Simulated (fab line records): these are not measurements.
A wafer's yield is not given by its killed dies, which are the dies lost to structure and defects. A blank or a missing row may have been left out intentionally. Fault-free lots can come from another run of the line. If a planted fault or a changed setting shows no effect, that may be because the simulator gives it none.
One fault seen from 2 desks | flow n5 finfet | only its own numbers are on each desk; what lay behind them is given at the end

## FROM THE METROLOGY DESK
Means of the sampled wafers that have a number, per lot and without regard to the tool the lot ran on: this is what the gauges read. Marked OUT: a lot whose mean sits more than 4 standard deviations from the usual mean, which makes it out of limits; the brackets give that distance. Only the readings that lie furthest out on some lot appear, 7 of the 10 it has.
Columns: A = DIBL_N at N5_BEOL_M4_RC_MEAS_101, usual 36.6 mV/V; B = DIBL_P at N5_BEOL_M4_RC_MEAS_101, usual 36.7 mV/V; C = IOFF_N at N5_BEOL_M4_RC_MEAS_101, usual 0.16 nA/um; D = IOFF_P at N5_BEOL_M4_RC_MEAS_101, usual 0.22 nA/um; E = ION_P at N5_BEOL_M4_RC_MEAS_101, usual 463 uA/um; F = SS_N at N5_BEOL_M4_RC_MEAS_101, usual 71.7 mV/dec; G = VT_P at N5_BEOL_M4_RC_MEAS_101, usual -249 mV
lot  | first seen here | A    | B    | C    | D    | E   | F    | G
L460 | day 8 05:46     | 36.5 | 36.2 | 0.14 | 0.20 | 462 | 71.7 | -251
L476 | day 12 18:11    | 36.6 | 38.0 | 0.16 | 0.22 | 463 | 71.3 | -250
L477 | day 13 08:59    | 36.6 | 37.6 | 0.17 | 0.26 | 470 | 71.5 | -246
L478 | day 13 14:25    | 34.9 | 36.4 | 0.14 | 0.19 | 463 | 71.1 | -252
L480 | day 14 02:07    | 37.2 | 38.6 | 0.19 | 0.24 | 462 | 72.2 | -249
This desk's finding: nothing out of limits on any of the 5 lots.

## FOR THE TOOL OWNER'S DESK: rie diel-02
The tool's own readings at N5_BEOL_M1_ETCH_64 (etches SOC in N2/H2, target depth 75 nm, overetch 15 nm, time 112.5 s): means of the sampled wafers that have a number, for each lot that ran on this tool. Marked OUT: a lot whose mean sits more than 4 standard deviations from the usual mean, which makes it out of limits; the brackets give that distance.
Columns: A = drypump motor current A at N5_BEOL_M1_ETCH_64, usual 5.53 A; B = h2 flow sccm at N5_BEOL_M1_ETCH_64, usual 200.0 sccm; C = oes product au at N5_BEOL_M1_ETCH_64, usual 0.62 a.u.; D = rf fwd power W at N5_BEOL_M1_ETCH_64, usual 836.6 W; E = rf vpp V at N5_BEOL_M1_ETCH_64, usual 524.1 V; F = showerhead plenum p Torr at N5_BEOL_M1_ETCH_64, usual 2.55 Torr; G = throttle valve pct at N5_BEOL_M1_ETCH_64, usual 17.75 %
lot  | first seen here | A    | B     | C    | D     | E     | F    | G
L460 | day 6 15:47     | 5.42 | 199.9 | 0.62 | 838.1 | 524.3 | 2.55 | 17.69
L476 | day 10 16:34    | 5.36 | 200.5 | 0.52 | 837.8 | 524.4 | 2.60 | 17.80
L477 | day 10 19:35    | 5.61 | 199.8 | 0.57 | 836.4 | 522.8 | 2.49 | 17.64
L478 | day 11 02:08    | 5.60 | 200.2 | 0.56 | 835.4 | 522.0 | 2.49 | 17.65
This desk's finding: nothing out of limits on any of the 4 lots.

## PUT TOGETHER
At the metrology desk, nothing out of limits was observed.
The tool owner's desk saw nothing out of limits.

## WHAT THE SIMULATOR PUT IN
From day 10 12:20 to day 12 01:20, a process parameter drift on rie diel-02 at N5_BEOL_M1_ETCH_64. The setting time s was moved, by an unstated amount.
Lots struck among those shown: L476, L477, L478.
